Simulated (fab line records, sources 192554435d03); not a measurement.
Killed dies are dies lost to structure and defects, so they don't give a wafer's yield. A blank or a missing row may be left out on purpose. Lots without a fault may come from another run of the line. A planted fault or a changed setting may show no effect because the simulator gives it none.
fab line records | flow n5_finfet
record lots=24 wafers=72 last_day=17
route steps=1938 shown BEOL_M2@922 BEOL_M3@949
lots that met no fault: from a run of the same line without faults
start_h: hours from the record's first day to the start of the lot's first wafer shown | wait_h: hours since the lot's step before | " the same as in the row above | L1.1+2: a row that stands for several wafers | - no value, or no start given | * or withheld: withheld | < > ~ a bound
route shown NAME@n: a module of which the file shows steps, and the number in the route of the first | usual: mean/standard deviation of fault-free wafers | same: alike in all rows | chamber/n: place in a boat | sites: the reading at each site | _std_site: their standard deviation | _edge_site: outer sites' mean less inner sites' | radius_mm: how far each site lies from the wafer's centre | mask NAME#n: copy n | behind: the tool/chamber that last shaped the wafer | hold: why the lot was held/for how many hours/how that ended | device: the transistor (n, p or np) that didn't switch | end of line: the same wafers' tests at the end of the route | a step without rows: its recipe alone | killed: dies lost to structure and defects at the first sort, not the wafer's yield | map: a wafer's dies, x killed, . not, _ none there
set.NAME: the setting as run; set.NAME@STEP: as run at that earlier step | model.NAME: the simulator's own value behind a step, which no gauge read
steps of the route over a sample of lots; a table a step, a row a wafer
services: from which hour (start_h, from the record's first day; less than 0 if before it) a tool's chamber was out of use, for how many hours, and why
## steps
# step N5_BEOL_M2_ANNEAL_51
# recipe temp_c=225 time_s=90 ambient=N2
# usual wafer_temp_C_max=226.26/0.29
# same time_s=90
# columns lot.wafer tool chamber start_h wait_h wafer_temp_C_max
L074.1 rtp_anneal-01 0 142.73 0.1 226.68
L074.2 " 0 " " 226.22
L074.3 " 0 " " 225.97
L076.1 rtp_anneal-01 0 149.84 0.1 226.29
L076.2 " 0 " " 226.39
L076.4 " 0 " " 225.85
L075.1 rtp_anneal-02 0 151.68 0.1 225.95
L075.2 " 0 " " 225.77
L075.4 " 0 " " 226.23
L077.1 rtp_anneal-02 0 163.41 0.1 226.06
L077.5 " 0 " " 226.69
L077.6 " 0 " " 225.95
L078.1 rtp_anneal-01 0 163.55 0.1 226.53
L078.2 " 0 " " 226.03
L078.3 " 0 " " 226.20
L079.1 rtp_anneal-01 0 175.91 0.1 226.00
L079.2 " 0 " " 226.19
L079.3 " 0 " " 226.17
L080.2 rtp_anneal-02 0 179.30 0.1 226.35
L080.5 " 0 " " 226.30
L080.6 " 0 " " 226.33
L081.1 rtp_anneal-02 0 180.90 0.1 226.37
L081.2 " 0 " " 226.40
L081.6 " 0 " " 226.70
L082.2 rtp_anneal-02 0 194.41 0.1 226.00
L082.5 " 0 " " 226.04
L082.6 " 0 " " 226.90
L083.1 rtp_anneal-02 0 203.40 0.1 225.86
L083.3 " 0 " " 225.98
L083.5 " 0 " " 226.11
L084.1 rtp_anneal-01 0 203.51 0.2 226.23
L084.3 " 0 " " 226.25
L084.6 " 0 " " 226.22
L085.3 rtp_anneal-01 0 213.33 0.1 226.50
L085.4 " 0 " " 225.95
L085.5 " 0 " " 226.84
L086.2 rtp_anneal-01 0 215.97 0.1 226.20
L086.5 " 0 " " 225.86
L086.6 " 0 " " 225.82
L087.3 rtp_anneal-02 0 221.55 0.1 226.55
L087.5 " 0 " " 226.44
L087.6 " 0 " " 226.36
L088.1 rtp_anneal-01 0 222.02 0.1 226.33
L088.3 " 0 " " 226.46
L088.4 " 0 " " 226.62
L089.1 rtp_anneal-02 0 232.56 0.2 226.00
L089.3 " 0 " " 226.45
L089.6 " 0 " " 225.92
L091.1 rtp_anneal-02 0 239.22 0.1 225.97
L091.5 " 0 " " 226.43
L091.6 " 0 " " 226.17
L090.1 rtp_anneal-02 0 251.63 0.1 226.10
L090.3 " 0 " " 225.91
L090.5 " 0 " " 226.04
L092.1 rtp_anneal-01 0 254.76 0.1 226.14
L092.2 " 0 " " 225.91
L092.3 " 0 " " 226.43
L093.1 rtp_anneal-01 0 259.94 0.1 226.16
L093.2 " 0 " " 226.25
L093.4 " 0 " " 225.95
L094.2 rtp_anneal-01 0 260.34 0.1 226.57
L094.4 " 0 " " 226.18
L094.6 " 0 " " 226.48
L095.1 rtp_anneal-02 0 270.02 0.1 226.36
L095.4 " 0 " " 226.49
L095.6 " 0 " " 226.17
L096.2 rtp_anneal-02 0 273.02 0.1 226.28
L096.4 " 0 " " 226.04
L096.6 " 0 " " 226.26
L097.3 rtp_anneal-02 0 276.79 0.1 226.22
L097.4 " 0 " " 226.31
L097.5 " 0 " " 226.68
# step N5_BEOL_M2_CMP_52
# recipe stop_on=SiOC t_overpolish_s=6.8 down_force_psi=1 platen_rpm=50 clearing_platen_down_force_psi=1.5 clearing_platen_rpm=50 post_cmp_clean=cu_alkaline target_thk_nm=40 clearing_platen_pad_velocity_m_s=0.99484 pad_velocity_m_s=0.99484
# usual barrier_field_endpoint_s=24.7/0.69 motor_current_A=6.0/0.61 overpolish_run_s=6.799/0.0089 slurry_flow_ml_min=150.1/0.49 time_to_endpoint_s=63/3.1
# same t_overpolish_s=6.8
# columns lot.wafer tool chamber start_h wait_h barrier_field_endpoint_s motor_current_A overpolish_run_s slurry_flow_ml_min time_to_endpoint_s
L074.2 cmp-04 0 143.08 0.3 25.4 5.7 6.792 150.7 65
L074.1 " 1 " " 24.5 5.0 6.792 149.9 62
L074.3 " 2 " " 25.2 7.0 6.802 149.4 64
L076.4 cmp-02 2 150.18 0.2 25.9 5.6 6.795 150.3 66
L076.2 " 3 " " 24.9 6.4 6.786 150.3 66
L076.1 " 0 " " 25.5 5.8 6.797 150.2 67
L075.2 cmp-04 2 152.03 0.3 22.9 7.4 6.789 150.4 61
L075.1 " 3 " " 24.0 6.1 6.810 149.5 63
L075.4 " 0 " " 24.2 5.4 6.794 149.5 65
L077.1 cmp-03 1 163.73 0.3 24.2 5.9 6.800 150.0 59
L077.6 " 1 " " 24.1 5.6 6.796 150.0 59
L077.5 " 2 " " 24.5 6.6 6.798 150.6 62
L078.3 cmp-02 3 163.90 0.2 24.7 6.6 6.809 150.2 59
L078.2 " 0 " " 24.3 5.8 6.796 150.2 59
L078.1 " 1 " " 24.8 6.6 6.800 150.1 63
L079.1 cmp-03 2 176.21 0.3 25.0 6.5 6.801 149.8 66
L079.2 " 3 " " 25.7 6.2 6.805 150.5 69
L079.3 " 1 " " 24.5 5.7 6.775 151.1 61
L080.2 cmp-04 3 179.68 0.3 24.0 5.8 6.799 150.1 64
L080.5 " 0 " " 24.0 5.8 6.794 149.0 64
L080.6 " 1 " " 24.5 5.1 6.811 149.8 62
L081.1 cmp-04 3 181.23 0.3 24.6 5.9 6.792 150.3 62
L081.2 " 0 " " 25.2 5.5 6.792 150.4 65
L081.6 " 2 " " 25.4 6.7 6.810 149.6 63
L082.2 cmp-02 0 194.83 0.4 24.2 5.6 6.796 149.3 62
L082.5 " 1 " " 25.1 6.7 6.813 149.4 63
L082.6 " 2 " " 25.2 5.6 6.797 149.4 61
L083.3 cmp-02 2 203.70 0.2 24.9 5.8 6.802 150.0 63
L083.1 " 3 " " 24.7 6.4 6.792 150.2 63
L083.5 " 2 " " 24.8 5.7 6.795 149.8 63
L084.3 cmp-04 1 203.81 0.2 24.0 5.4 6.812 150.1 59
L084.1 " 3 " " 23.7 5.6 6.803 149.3 61
L084.6 " 1 " " 24.6 5.1 6.803 149.7 60
L085.3 cmp-02 2 213.58 0.2 23.8 5.5 6.802 150.1 63
L085.4 " 0 " " 24.0 6.2 6.808 149.8 64
L085.5 " 2 " " 25.5 5.8 6.775 150.9 66
L086.2 cmp-04 2 216.22 0.2 23.5 6.9 6.801 150.3 57
L086.6 " 2 " " 24.3 6.8 6.797 150.2 60
L086.5 " 3 " " 23.5 5.6 6.805 150.0 58
L087.3 cmp-04 3 221.83 0.2 24.5 5.7 6.815 150.1 62
L087.6 " 1 " " 24.6 5.1 6.790 150.8 58
L087.5 " 2 " " 24.0 7.1 6.813 149.3 60
L088.1 cmp-03 1 222.32 0.3 25.4 5.5 6.806 149.8 67
L088.3 " 2 " " 26.2 6.7 6.806 150.7 67
L088.4 " 0 " " 24.5 5.5 6.817 149.3 64
L089.1 cmp-04 1 232.90 0.3 23.2 4.9 6.784 151.2 60
L089.3 " 3 " " 23.7 5.6 6.804 150.6 60
L089.6 " 1 " " 23.9 5.1 6.812 150.3 59
L091.1 cmp-03 2 239.63 0.4 25.5 6.5 6.795 150.2 71
L091.6 " 3 " " 25.6 6.5 6.803 149.5 68
L091.5 " 0 " " 26.0 5.7 6.804 149.3 71
L090.1 cmp-03 1 251.96 0.3 24.9 5.7 6.792 150.6 65
L090.3 " 2 " " 24.7 6.1 6.797 149.6 71
L090.5 " 1 " " 25.3 5.7 6.803 150.1 66
L092.2 cmp-03 0 255.06 0.2 24.4 5.5 6.799 150.0 64
L092.3 " 2 " " 24.2 6.6 6.792 149.4 62
L092.1 " 3 " " 25.6 6.2 6.791 150.5 67
L093.1 cmp-04 1 260.24 0.3 24.3 5.5 6.797 150.3 63
L093.2 " 2 " " 24.1 7.1 6.814 150.1 60
L093.4 " 0 " " 24.6 5.8 6.787 150.9 63
L094.4 cmp-03 0 260.63 0.2 25.6 5.3 6.793 149.5 69
L094.2 " 1 " " 25.6 5.7 6.797 149.9 66
L094.6 " 0 " " 24.9 5.5 6.789 149.8 64
L095.1 cmp-04 1 270.35 0.3 24.9 5.1 6.787 150.1 61
L095.4 " 0 " " 25.9 5.6 6.778 150.1 67
L095.6 " 2 " " 25.0 6.9 6.781 150.8 59
L096.4 cmp-02 0 273.27 0.1 24.9 6.2 6.807 150.0 61
L096.2 " 3 " " 23.9 6.2 6.805 149.9 63
L096.6 " 0 " " 24.9 6.0 6.792 150.0 63
L097.3 cmp-02 0 277.04 0.2 23.7 6.0 6.806 149.7 62
L097.4 " 2 " " 24.7 5.5 6.803 151.2 62
L097.5 " 0 " " 24.2 6.0 6.805 150.2 65
# step N5_BEOL_M3_ETCH_63
# recipe chemistry=CF4 target=SiARC target_depth_a=156 mask_material=CAR-EUV time_s=26 ion_energy_ev=80 pressure_mtorr=40 source_w=545 bias_w=36 Ar_flow_sccm=100 cf4_flow_sccm=100 ends=cleared
# usual drypump_motor_current_A=5.6/0.47 etch_rf_on_time_s=25.9/0.35 mfc_ar_sccm=100.0/0.31 oes_product_au=0.66/0.074 rf_vpp_V=184.1/1.2 showerhead_plenum_p_Torr=2.15/0.068 throttle_valve_pct=15.60/0.26
# columns lot.wafer tool chamber start_h wait_h drypump_motor_current_A etch_rf_on_time_s mfc_ar_sccm oes_product_au rf_hours_counter_h rf_vpp_V showerhead_plenum_p_Torr throttle_valve_pct
L074.1 rie_diel-02 1 144.68 0.0 5.4 25.6 100.0 0.76 23 183.8 2.18 15.26
L074.2 " 0 " " 5.9 25.8 99.9 0.80 18 184.0 2.27 15.05
L074.3 " 2 " " 5.2 25.4 99.9 0.67 152 183.8 2.14 15.70
L076.1 rie_diel-02 2 152.95 0.0 5.1 25.8 99.7 0.66 155 184.6 2.14 15.71
L076.2 " 3 " " 5.8 26.2 99.6 0.64 166 185.9 2.23 15.66
L076.4 " 1 " " 5.4 25.7 99.9 0.76 26 185.2 2.18 15.26
L075.1 rie_diel-05 0 153.95 0.0 6.5 25.7 100.0 0.60 224 183.5 2.12 16.01
L075.2 " 1 " " 5.0 26.1 99.6 0.62 197 184.2 2.20 15.49
L075.4 " 3 " " 5.5 25.1 99.9 0.66 156 182.0 2.06 15.69
L077.1 rie_diel-02 1 165.29 0.0 5.4 25.7 100.1 0.75 30 183.7 2.18 15.26
L077.5 " 3 " " 5.8 25.6 99.9 0.65 - 185.9 2.22 15.69
L077.6 " 0 " " 5.9 25.6 100.1 0.79 - 185.1 2.27 15.06
L078.1 rie_diel-02 3 165.56 0.0 5.8 26.0 100.2 0.64 169 185.8 2.22 15.67
L078.2 " 0 " " 5.9 25.9 100.0 0.79 25 184.4 2.27 15.06
L078.3 " 1 " " 5.4 25.7 99.6 0.75 30 184.8 2.18 15.28
L079.1 rie_diel-05 3 177.73 0.0 5.5 25.8 100.2 0.64 164 182.6 2.05 15.74
L079.2 " 1 " " 5.0 26.7 100.0 0.61 204 185.7 2.20 15.50
L079.3 " 2 " " 6.4 26.3 99.6 0.59 216 182.6 2.04 15.92
L080.2 rie_diel-05 1 183.34 0.0 5.0 26.5 99.8 0.61 206 184.9 2.20 15.53
L080.5 " 3 " " 5.5 25.9 100.0 0.64 - 182.6 2.05 15.74
L080.6 " 2 " " 6.4 26.3 99.4 0.59 - 181.6 2.04 15.93
L081.1 rie_diel-02 2 183.58 0.0 5.2 25.4 99.8 0.66 162 185.2 2.13 15.73
L081.2 " 1 " " 5.4 25.7 99.7 0.74 36 184.8 2.17 15.27
L081.6 " 1 " " 5.4 25.6 99.6 0.75 - 183.9 2.17 15.29
L082.2 rie_diel-03 3 196.26 0.0 5.4 26.3 100.6 0.60 200 185.6 2.13 15.66
L082.5 " 0 " " 5.5 25.8 100.3 0.69 - 184.0 2.15 15.47
L082.6 " 1 " " 5.5 25.9 99.7 0.69 - 184.4 2.16 15.47
L083.1 rie_diel-03 1 207.27 0.0 5.4 25.6 99.8 0.69 113 184.0 2.16 15.48
L083.3 " 3 " " 5.3 26.1 100.0 0.60 202 184.0 2.13 15.66
L083.5 " 3 " " 5.3 26.1 99.9 0.60 - 184.6 2.13 15.66
L084.1 rie_diel-05 1 207.69 0.0 5.0 26.9 99.7 0.60 213 185.1 2.20 15.53
L084.3 " 3 " " 5.5 26.0 100.6 0.64 172 182.7 2.05 15.74
L084.6 " 3 " " 5.5 25.9 100.3 0.64 - 183.9 2.05 15.75
L085.3 rie_diel-03 1 216.45 0.0 5.4 25.4 100.0 0.69 116 184.1 2.15 15.48
L085.4 " 0 " " 5.5 25.9 100.0 0.68 107 186.0 2.15 15.48
L085.5 " 0 " " 5.6 25.8 100.1 0.69 - 183.4 2.15 15.46
L086.2 rie_diel-05 1 219.12 0.0 5.0 26.4 100.1 0.60 218 184.6 2.20 15.55
L086.5 " 3 " " 5.5 25.6 100.1 0.64 - 182.9 2.05 15.76
L086.6 " 0 " " 6.4 26.0 100.2 0.58 - 184.4 2.11 16.03
L087.3 rie_diel-05 0 223.72 0.0 6.4 25.8 100.6 0.57 244 182.2 2.11 16.03
L087.5 " 1 " " 5.1 26.6 99.6 0.60 - 183.4 2.19 15.54
L087.6 " 0 " " 6.4 26.1 100.5 0.57 - 184.0 2.11 16.04
L088.1 rie_diel-05 0 224.43 0.0 6.4 25.9 100.4 0.58 245 185.1 2.11 16.05
L088.3 " 2 " " 6.3 26.1 99.8 0.58 230 183.4 2.03 15.95
L088.4 " 3 " " 5.5 25.5 99.5 0.64 177 182.7 2.05 15.76
L089.1 rie_diel-05 0 234.58 0.0 6.4 26.1 99.8 0.57 248 182.5 2.11 16.04
L089.3 " 1 " " 5.0 26.5 100.2 0.61 224 184.2 2.19 15.55
L089.6 " 1 " " 5.0 26.5 100.0 0.60 - 184.8 2.19 15.55
L091.1 rie_diel-02 0 241.37 0.0 5.9 26.3 100.0 0.75 50 187.3 2.26 15.13
L091.5 " 0 " " 5.9 26.2 99.9 0.75 - 188.3 2.26 15.12
L091.6 " 3 " " 5.8 26.3 99.5 0.62 - 185.0 2.22 15.74
L090.1 rie_diel-03 3 254.17 0.0 5.4 26.2 99.6 0.59 220 183.4 2.12 15.70
L090.3 " 0 " " 5.5 25.8 99.9 0.68 121 186.2 2.14 15.52
L090.5 " 0 " " 5.5 25.9 99.7 0.67 - 183.7 2.14 15.51
L092.1 rie_diel-03 1 257.49 0.0 5.4 25.6 99.9 0.68 130 184.1 2.15 15.52
L092.2 " 3 " " 5.4 26.1 99.9 0.59 221 183.9 2.12 15.70
L092.3 " 0 " " 5.5 26.0 100.2 0.68 122 183.1 2.14 15.52
L093.1 rie_diel-03 3 262.26 0.0 5.4 26.0 99.6 0.60 223 183.7 2.12 15.71
L093.2 " 1 " " 5.4 25.7 99.9 0.68 132 185.5 2.15 15.52
L093.4 " 0 " " 5.6 26.1 99.4 0.67 124 184.3 2.14 15.52
L094.2 rie_diel-05 1 265.07 0.0 5.0 26.7 100.1 0.59 238 183.1 2.19 15.57
L094.4 " 2 " " 6.4 26.3 100.2 0.58 248 182.4 2.03 15.99
L094.6 " 3 " " 5.5 25.8 99.6 0.62 - 181.8 2.04 15.81
L095.1 rie_diel-02 0 273.54 0.0 5.9 26.1 99.7 0.75 51 184.4 2.26 15.14
L095.4 " 1 " " 5.5 26.1 100.5 0.71 55 183.4 2.17 15.32
L095.6 " 2 " " 5.2 25.9 99.8 0.64 - 185.7 2.13 15.76
L096.2 rie_diel-02 2 274.95 0.0 5.2 25.5 100.2 0.65 182 182.3 2.13 15.77
L096.4 " 1 " " 5.4 25.7 100.0 0.71 55 184.6 2.17 15.32
L096.6 " 3 " " 5.8 26.0 100.2 0.61 - 184.7 2.22 15.74
L097.3 rie_diel-05 0 280.09 0.0 6.5 25.2 99.9 0.82 - 183.7 2.11 15.56
L097.4 " 3 " " 5.5 25.3 100.3 0.63 - 181.6 2.04 15.81
L097.5 " 3 " " 5.5 25.6 100.6 0.62 - 183.5 2.04 15.80
# step N5_BEOL_M3_OVL_MEAS_29
# recipe points_per_wafer=522
# usual V2_OVL=0.0/0.65
# columns lot.wafer tool chamber start_h wait_h V2_OVL[nm]
L074.1 overlay-02 0 145.43 0.0 -0.1
L074.2 " 0 " " -0.7
L074.3 " 0 " " 0.2
L076.1 overlay-02 0 153.81 0.0 -0.3
L076.2 " 0 " " 1.4
L076.4 " 0 " " 0.7
L075.1 overlay-01 0 155.07 0.0 0.7
L075.2 " 0 " " 1.1
L075.4 " 0 " " 1.0
L077.1 overlay-02 0 166.15 0.0 0.0
L077.5 " 0 " " -0.3
L077.6 " 0 " " 0.8
L078.1 overlay-01 0 166.43 0.0 0.4
L078.2 " 0 " " -0.8
L078.3 " 0 " " -0.1
L079.1 overlay-01 0 178.45 0.0 -0.4
L079.2 " 0 " " 0.0
L079.3 " 0 " " -0.7
L080.2 overlay-01 0 184.18 0.0 0.4
L080.5 " 0 " " -0.9
L080.6 " 0 " " -1.3
L081.1 overlay-02 0 184.32 0.0 0.3
L081.2 " 0 " " -0.8
L081.6 " 0 " " -0.9
L082.2 overlay-02 0 197.00 0.0 -0.6
L082.5 " 0 " " 0.3
L082.6 " 0 " " 0.2
L083.1 overlay-01 0 208.17 0.0 0.1
L083.3 " 0 " " 0.3
L083.5 " 0 " " 0.1
L084.1 overlay-01 0 208.72 0.1 -1.0
L084.3 " 0 " " -0.4
L084.6 " 0 " " -1.0
L085.3 overlay-01 0 217.38 0.0 0.6
L085.4 " 0 " " 0.0
L085.5 " 0 " " 0.6
L086.2 overlay-01 0 219.87 0.0 0.4
L086.5 " 0 " " 0.4
L086.6 " 0 " " 0.8
L087.3 overlay-01 0 224.47 0.1 0.5
L087.5 " 0 " " 0.4
L087.6 " 0 " " 0.9
L088.1 overlay-01 0 225.19 0.0 -0.8
L088.3 " 0 " " 0.2
L088.4 " 0 " " -0.4
L089.1 overlay-02 0 235.45 0.0 0.8
L089.3 " 0 " " 0.1
L089.6 " 0 " " 0.3
L091.1 overlay-02 0 242.26 0.0 -1.0
L091.5 " 0 " " 0.2
L091.6 " 0 " " 0.9
L090.1 overlay-01 0 255.27 0.0 0.0
L090.3 " 0 " " -0.8
L090.5 " 0 " " -1.6
L092.1 overlay-02 0 258.32 0.0 0.5
L092.2 " 0 " " 0.6
L092.3 " 0 " " 0.8
L093.1 overlay-02 0 263.34 0.0 0.6
L093.2 " 0 " " -0.8
L093.4 " 0 " " 0.9
L094.2 overlay-02 0 265.92 0.0 -1.2
L094.4 " 0 " " -1.5
L094.6 " 0 " " -0.8
L095.1 overlay-02 0 274.42 0.0 0.5
L095.4 " 0 " " -0.2
L095.6 " 0 " " -0.3
L096.2 overlay-01 0 275.80 0.0 0.3
L096.4 " 0 " " 0.1
L096.6 " 0 " " 0.5
L097.3 overlay-01 0 281.16 0.0 0.3
L097.4 " 0 " " 0.7
L097.5 " 0 " " -1.1
# step N5_BEOL_M3_STRIP_36
# recipe chemistry=N2/H2 power_w=450 temp_c=40 pressure_mtorr=20 rf_frequency_hz=6e+07 overash_fraction=0.3 bias_power_w=7 h2_frac=0.5 n2_flow_sccm=200 h2_flow_sccm=200
# usual drypump_motor_current_A=5.5/0.43 oes_product_au=0.78/0.089 rf_vpp_V=59.2/1.4 showerhead_plenum_p_Torr=2.56/0.074 throttle_valve_pct=23.54/0.3
# columns lot.wafer tool chamber start_h wait_h drypump_motor_current_A oes_product_au rf_hours_counter_h rf_vpp_V showerhead_plenum_p_Torr throttle_valve_pct
L074.1 rie_diel-03 3 153.44 0.0 5.3 0.72 186 58.4 2.52 23.55
L074.2 " 0 " " 5.6 0.82 88 58.4 2.57 23.63
L074.3 " 0 " " 5.5 0.83 - 58.5 2.57 23.64
L076.1 rie_diel-05 3 160.33 0.0 5.5 0.74 158 59.9 2.44 23.75
L076.2 " 0 " " 6.5 0.69 226 60.5 2.50 23.90
L076.4 " 1 " " 5.0 0.72 200 58.9 2.62 23.59
L075.1 rie_diel-02 3 161.08 0.0 5.8 0.75 168 57.5 2.63 23.28
L075.2 " 2 " " 5.1 0.77 156 61.0 2.54 23.89
L075.4 " 0 " " 5.9 0.92 23 60.0 2.69 22.83
L077.1 rie_diel-02 3 167.21 0.0 5.8 0.75 170 60.3 2.63 23.34
L077.5 " 0 " " 5.9 0.92 - 57.3 2.69 22.85
L077.6 " 3 " " 5.8 0.74 - 60.2 2.63 23.31
L078.1 rie_diel-03 3 167.42 0.0 5.4 0.70 191 57.3 2.52 23.56
L078.2 " 0 " " 5.6 0.81 93 57.2 2.57 23.67
L078.3 " 2 " " 4.9 0.98 3 59.0 2.60 23.55
L079.1 rie_diel-05 2 179.00 0.0 6.4 0.70 216 59.7 2.41 23.97
L079.2 " 0 " " 6.5 0.69 232 57.7 2.50 23.90
L079.3 " 3 " " 5.5 0.76 164 59.3 2.43 23.75
L080.2 rie_diel-02 2 189.99 0.0 5.2 0.77 165 58.1 2.54 23.88
L080.5 " 1 " " 5.4 0.88 - 60.2 2.58 23.44
L080.6 " 2 " " 5.2 0.76 - 58.5 2.54 23.91
L081.1 rie_diel-02 0 191.30 0.0 5.9 0.91 33 61.1 2.69 22.84
L081.2 " 1 " " 5.4 0.88 38 58.9 2.58 23.43
L081.6 " 1 " " 5.4 0.87 - 59.6 2.58 23.45
L082.2 rie_diel-02 3 200.10 0.0 5.8 0.72 179 59.2 2.62 23.32
L082.5 " 1 " " 5.4 0.87 - 61.9 2.58 23.43
L082.6 " 2 " " 5.2 0.76 - 59.3 2.53 23.90
L083.1 rie_diel-03 0 208.98 0.0 5.5 0.79 104 59.2 2.56 23.68
L083.3 " 3 " " 5.4 0.69 203 56.5 2.51 23.58
L083.5 " 2 " " 4.9 0.93 - 61.2 2.60 23.52
L084.1 rie_diel-03 0 212.40 0.0 5.6 0.80 106 59.2 2.56 23.62
L084.3 " 2 " " 4.9 0.93 15 59.0 2.60 23.51
L084.6 " 3 " " 5.4 0.70 - 58.8 2.51 23.57
L085.3 rie_diel-02 2 222.03 0.0 5.2 0.76 174 59.0 2.53 23.91
L085.4 " 3 " " 5.8 0.72 186 61.1 2.62 23.36
L085.5 " 2 " " 5.2 0.75 - 55.9 2.53 23.90
L086.2 rie_diel-05 3 222.55 0.0 5.5 0.73 177 58.6 2.43 23.76
L086.5 " 0 " " 6.4 0.67 - 62.0 2.50 23.92
L086.6 " 3 " " 5.5 0.74 - 56.8 2.43 23.77
L087.3 rie_diel-02 2 225.75 0.0 5.2 0.76 175 60.7 2.53 23.89
L087.5 " 3 " " 5.8 0.73 - 59.2 2.62 23.35
L087.6 " 0 " " 5.9 0.90 - 62.3 2.68 22.90
L088.1 rie_diel-05 0 229.09 0.0 6.5 0.67 246 58.4 2.50 23.95
L088.3 " 3 " " 5.5 0.74 178 58.4 2.43 23.76
L088.4 " 2 " " 6.4 0.69 231 57.9 2.40 23.98
L089.1 rie_diel-02 1 236.04 0.0 5.4 0.85 52 58.7 2.58 23.44
L089.3 " 2 " " 5.2 0.74 179 62.1 2.53 23.92
L089.6 " 1 " " 5.4 0.85 - 57.7 2.58 23.47
L091.1 rie_diel-03 0 249.10 0.0 5.5 0.79 117 58.5 2.56 23.67
L091.5 " 3 " " 5.3 0.69 - 59.6 2.51 23.59
L091.6 " 1 " " 5.4 0.80 - 60.9 2.54 23.35
L090.1 rie_diel-05 3 257.74 0.0 5.5 0.72 191 59.0 2.42 23.78
L090.3 " 2 " " 6.4 0.68 244 58.4 2.40 23.98
L090.5 " 3 " " 5.5 0.72 - 60.7 2.42 23.78
L092.1 rie_diel-03 0 266.44 0.0 5.5 0.78 126 57.3 2.55 23.71
L092.2 " 2 " " 4.9 0.91 29 57.2 2.59 23.54
L092.3 " 1 " " 5.4 0.79 133 59.8 2.54 23.35
L093.1 rie_diel-03 1 266.92 0.0 5.4 0.79 133 59.8 2.54 23.35
L093.2 " 2 " " 4.9 0.91 30 57.4 2.59 23.54
L093.4 " 3 " " 5.4 0.68 225 57.8 2.50 23.59
L094.2 rie_diel-05 2 270.41 0.0 6.4 0.66 250 58.3 2.39 23.98
L094.4 " 3 " " 5.5 0.72 196 57.6 2.42 23.80
L094.6 " 1 " " 5.0 0.70 - 61.5 2.60 23.62
L095.1 rie_diel-02 2 280.51 0.0 5.2 0.76 184 58.8 2.53 23.92
L095.4 " 1 " " 5.4 0.84 57 57.1 2.57 23.46
L095.6 " 2 " " 5.2 0.76 - 58.8 2.53 23.90
L096.2 rie_diel-03 1 283.32 0.0 5.4 0.78 140 58.4 2.54 23.36
L096.4 " 2 " " 4.8 0.90 37 60.2 2.59 23.55
L096.6 " 1 " " 5.4 0.78 - 59.4 2.54 23.34
L097.3 rie_diel-03 0 290.75 0.0 5.5 0.77 136 59.6 2.55 23.69
L097.4 " 2 " " 4.8 0.87 40 59.0 2.59 23.57
L097.5 " 0 " " 5.5 0.76 - 58.1 2.55 23.70
# step N5_BEOL_M3_SURFACE_TREAT_85
# recipe gas=Ar time_s=* ion_energy_ev=* ion_current_ma_cm2=0.5 pressure_mtorr=* ar_flow_sccm=30
# usual throttle_valve_pct=*
# same time_s=*
# columns lot.wafer tool chamber start_h wait_h throttle_valve_pct
L074.1 pvd_sputter-01 - 154.72 0.6 *
L074.2 " - " " *
L074.3 " - " " *
L076.1 pvd_sputter-03 - 161.42 0.2 *
L076.2 " - " " *
L076.4 " - " " *
L075.1 pvd_sputter-03 - 163.30 1.5 *
L075.2 " - " " *
L075.4 " - " " *
L077.1 pvd_sputter-03 - 168.06 0.1 *
L077.5 " - " " *
L077.6 " - " " *
L078.1 pvd_sputter-02 - 168.39 0.3 *
L078.2 " - " " *
L078.3 " - " " *
L079.1 pvd_sputter-03 - 180.38 0.3 *
L079.2 " - " " *
L079.3 " - " " *
L080.2 pvd_sputter-03 - 191.37 0.2 *
L080.5 " - " " *
L080.6 " - " " *
L081.1 pvd_sputter-02 - 192.44 0.2 *
L081.2 " - " " *
L081.6 " - " " *
L082.2 pvd_sputter-03 - 201.21 0.1 *
L082.5 " - " " *
L082.6 " - " " *
L083.1 pvd_sputter-03 - 209.70 0.1 *
L083.3 " - " " *
L083.5 " - " " *
L084.1 pvd_sputter-03 - 213.58 0.1 *
L084.3 " - " " *
L084.6 " - " " *
L085.3 pvd_sputter-01 - 223.38 0.2 *
L085.4 " - " " *
L085.5 " - " " *
L086.2 pvd_sputter-02 - 223.65 0.2 *
L086.5 " - " " *
L086.6 " - " " *
L087.3 pvd_sputter-01 - 226.96 0.3 *
L087.5 " - " " *
L087.6 " - " " *
L088.1 pvd_sputter-02 - 229.93 0.2 *
L088.3 " - " " *
L088.4 " - " " *
L089.1 pvd_sputter-01 - 237.06 0.2 *
L089.3 " - " " *
L089.6 " - " " *
L091.1 pvd_sputter-01 - 250.19 0.4 *
L091.5 " - " " *
L091.6 " - " " *
L090.1 pvd_sputter-01 - 259.83 1.1 *
L090.3 " - " " *
L090.5 " - " " *
L092.1 pvd_sputter-01 - 267.63 0.3 *
L092.2 " - " " *
L092.3 " - " " *
L093.1 pvd_sputter-01 - 268.15 0.3 *
L093.2 " - " " *
L093.4 " - " " *
L094.2 pvd_sputter-03 - 271.23 0.2 *
L094.4 " - " " *
L094.6 " - " " *
L095.1 pvd_sputter-03 - 281.30 0.1 *
L095.4 " - " " *
L095.6 " - " " *
L096.2 pvd_sputter-03 - 284.32 0.1 *
L096.4 " - " " *
L096.6 " - " " *
L097.3 pvd_sputter-01 - 292.44 0.4 *
L097.4 " - " " *
L097.5 " - " " *
## services
# columns tool chamber start_h hours kind
cmp-02 - 118.87 0.6 repair
rie_diel-03 - 130.92 0.7 repair
rie_diel-02 - 140.34 0.4 repair
rie_diel-03 1 149.89 4.6 repair
cmp-03 - 183.79 20.6 pm
cmp-02 - 195.41 0.5 repair
cmp-03 - 204.75 0.8 repair
rie_diel-05 0 215.24 3.8 repair
cmp-04 - 217.47 0.5 repair
rie_diel-05 0 241.21 - clean
rie_diel-05 0 241.21 - consumable_replace:focus_ring
rie_diel-05 0 241.21 16.2 scheduled_down
rie_diel-05 0 241.21 16.2 vent_cycle
rie_diel-02 - 243.38 28.1 pm
cmp-02 - 246.20 5.2 pm
rie_diel-05 - 253.86 0.2 repair
cmp-04 - 257.09 2.7 pm
rie_diel-05 2 270.57 - clean
rie_diel-05 2 270.57 - consumable_replace:focus_ring
rie_diel-05 2 270.57 - consumable_replace:showerhead
rie_diel-05 2 270.57 31.4 scheduled_down
rie_diel-05 2 270.57 31.4 vent_cycle
cmp-03 - 288.14 4.0 pm
rie_diel-02 3 290.29 7.6 repair
## key
fault none
